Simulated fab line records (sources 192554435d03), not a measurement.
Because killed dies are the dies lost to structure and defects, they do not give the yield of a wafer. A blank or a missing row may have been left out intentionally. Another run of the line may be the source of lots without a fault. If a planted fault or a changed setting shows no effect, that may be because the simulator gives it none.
A lot that was struck, set against a sound lot | flow n5 finfet | 34 out of 1938 route steps
Sound: these wafers, L539.2, L539.3, L539.5. Struck: wafer L530.5. (L530.2, L530.3 of the same lot were not struck and are left out.) The cause comes at the end.
At each step with rows: each side's tool, then ch and its chambers, then its first start. Under that, the readings that differ: sound wafers | struck wafers | difference of the means | sigmas: that difference in standard deviations of wafers without a fault.
alike: readings whose means differ by less than 2 such deviations, and words and numbers that are the same on both sides. not compared: withheld readings, readings that some wafer has no value for, bounds like >300 that may hide the same value, and numbers for which the record gives no deviation and whose values overlap.
The two part at a step that has a row with sigmas, a row that says differs or no value, or rows on one side only. Numbers that have no deviation but don't overlap get no sigmas and don't part them. Lack of a reading on every wafer of one side parts them only where that side has two or more wafers.

first, 9 steps without rows for these wafers: N5_SD_EPI_P_DEVELOP_08 (develop time 30 s); N5_SD_EPI_P_DESCUM_14 (chemistry O2, time 7.9 s); N5_SD_EPI_P_ETCH_36 (etches SiARC in CF4, target depth 45.5 nm, time 75.8 s); N5_SD_EPI_P_ETCH_37 (etches SOC in N2/H2, overetch 108 nm, time 486 s); N5_SD_EPI_P_STRIP_38 (strips in N2/H2); N5_SD_EPI_P_ETCHBACK_46 (etches SiNx in CH3F/O2, stops on SiO2, target depth 17.5 nm); N5_SD_EPI_P_ETCH_47 (etches SiOCN in CH3F/O2, target depth 25 nm); N5_SD_EPI_P_ETCH_16 (etches SiO2 in CHF3/O2, target depth 5 nm); N5_SD_EPI_P_STRIP_50 (strips in CHF3/O2).
N5_SD_EPI_P_SD_RECESS_17: chemistry HBr/Cl2/O2, target depth 39.1 nm, bt time 3 s.
  sound on rie si-03 ch 0,3, day 8 02:52; struck on rie si-06 ch 1, day 6 00:02
  reading                              | sound             | struck | difference | sigmas
  oes product au (a.u.)                | 1.008 1.011 1.003 | 1.080  | +0.073     | +7
  model.SD_EPI_P.feature depth nm (nm) | 39.2 39.6 39      | 53     | +14        |
  model.etch.depth nm (nm)             | 39.2 39.6 38.98   | 53     | +14        |
  alike: bias w, drypump motor current A, rf fwd power W, throttle valve pct
  not compared: rf hours counter h
then, 22 steps without rows for these wafers: N5_SD_EPI_P_WET_ETCH_45 (etches SiO2 in dHF, time 10.7 s, target depth 2 nm, rinse time 30 s); N5_SD_EPI_P_STRIP_40 (strips in N2/H2); N5_SD_EPI_P_PRECLEAN_52 (cleans in O3/DIW, time 60 s); N5_SD_EPI_P_SRD_20 (time 30 s); N5_SD_EPI_P_PRECLEAN_51 (cleans in NF3:NH3, afs cycles 1, time 20 s, sublimation time 60 s); N5_SD_EPI_P_VAPOR_ETCH_44 (etches SiGe30 in NF3/Ar, time 3.3 s); N5_SD_EPI_P_EPI_21 (deposits SiGe:B, time 355 s); N5_SD_EPI_P_HM_STRIP_48 (strips SiNx in H3PO4, material SiNx, target depth 3 nm); N5_SD_EPI_P_SRD_49 (time 30 s); N5_SD_EPI_P_PRECLEAN_24 (cleans in O3/DIW, time 45 s); N5_SD_EPI_P_PRECLEAN_32 (cleans in dHF, time 10 s); N5_SD_EPI_P_PRECLEAN_33 (cleans in SC2, time 45 s); N5_SD_EPI_P_SRD_25 (time 30 s); N5_SD_ACTIVATION_RTA_00 (time 0 s); N5_SD_ACTIVATION_LSA_01 (time 0.0008 s); N5_ILD0_LINER_00 (material SiNx, target thk 4 nm, pulse time 1 s, purge time 2 s); N5_ILD0_FCVD_FILL_01 (material SiO2 flowable, target thk 200 nm, time 328.3 s); N5_ILD0_CURE_02 (time 1800 s); N5_ILD0_CMP_03 (polishes, stops on SiNx, t overpolish 1.9 s, target thk 197.38 nm); N5_ILD0_CMP_07 (polishes SiO2 flowable, stops on poly-Si, t overpolish 1.18 s, target thk 138.88 nm); N5_ILD0_PRECLEAN_10 (cleans in NF3:NH3, afs cycles 5, time 20 s, sublimation time 60 s); N5_ILD0_ALD_15 (deposits SiNx, target thk 24 nm, pulse time 1 s, ald cycles 480).
-- the record jumps here: 7 days lie between the struck wafers' starts before and after (it left off in module ILD0 and takes up again in module BEOL_M4, whose first step shown is number 1111 of the route) --
N5_BEOL_M4_RC_MEAS_101:
  sound on prober-01 ch 0, day 14 23:59; struck on prober-02 ch 0, day 12 12:58
  reading            | sound             | struck | difference | sigmas
  CJ_P               | 5.78 5.69 5.80    | 4.83   | -0.93      | -6
  DIBL_P (mV/V)      | 34.0 35.4 34.7    | 150.2  | +115.5     | +58
  IOFF_P (nA/um)     | 0.213 0.237 0.221 | 89.175 | +88.951    | +99 or more
  IOFF_P_85C (nA/um) | 3.8 4.1 3.9       | 581.7  | +577.8     | +99 or more
  IOFF_P_LIN (nA/um) | 0.108 0.116 0.109 | 1.075  | +0.964     | +88
  ION_P (uA/um)      | 461 461 455       | 510    | +51        | +7
  REXT_P (ohm.um)    | 102.2 101.5 101.2 | 92.7   | -8.9       | -6
  SS_P (mV/dec)      | 72.8 73.1 73.7    | 152.8  | +79.6      | +99 or more
  VT_P (mV)          | -246 -247 -248    | -233   | +14        | +4
  VT_P_LVT (mV)      | -96.7 -95.9 -97.0 | -82.7  | +13.8      | +6
  alike: DIBL_N, IOFF_N, ION_N, SS_N, VT_N
-- here the record skips 4 days between the struck wafers' starts before and after, leaving off in module BEOL_M4 and picking up in module PASSIVATION (first step shown: number 1936 of the route) --
N5_PASSIVATION_PROBE_49:
  sound on prober-01 at day 19 13:22; struck on prober-01 at day 16 16:04
  reading                | sound          | struck | difference | sigmas
  sort_bin_4_leakage (%) | 0 0 0          | 93.22  | +93.22     |
  sort n pass            | 1068 1081 1084 | 0      | -1078      | -63
  sort yield pct (%)     | 90.5 91.6 91.9 | 0      | -91        | -65
  alike: defect limited yield, killed_at_M0_to_M3, killed_at_M4_up, killed at contacts, killed at front end, killed at other, killed dies, killed on rim, killed open, killed short, sort_bin_5_function, sort_bin_6_memory

== WHERE THEY PART ==
Last at N5_PASSIVATION_PROBE_49 as far as this record goes, first at N5_SD_EPI_P_SD_RECESS_17.

WHY: the cause the simulator had injected
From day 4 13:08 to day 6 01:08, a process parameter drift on rie si-06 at N5_SD_EPI_P_SD_RECESS_17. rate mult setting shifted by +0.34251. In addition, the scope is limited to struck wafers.
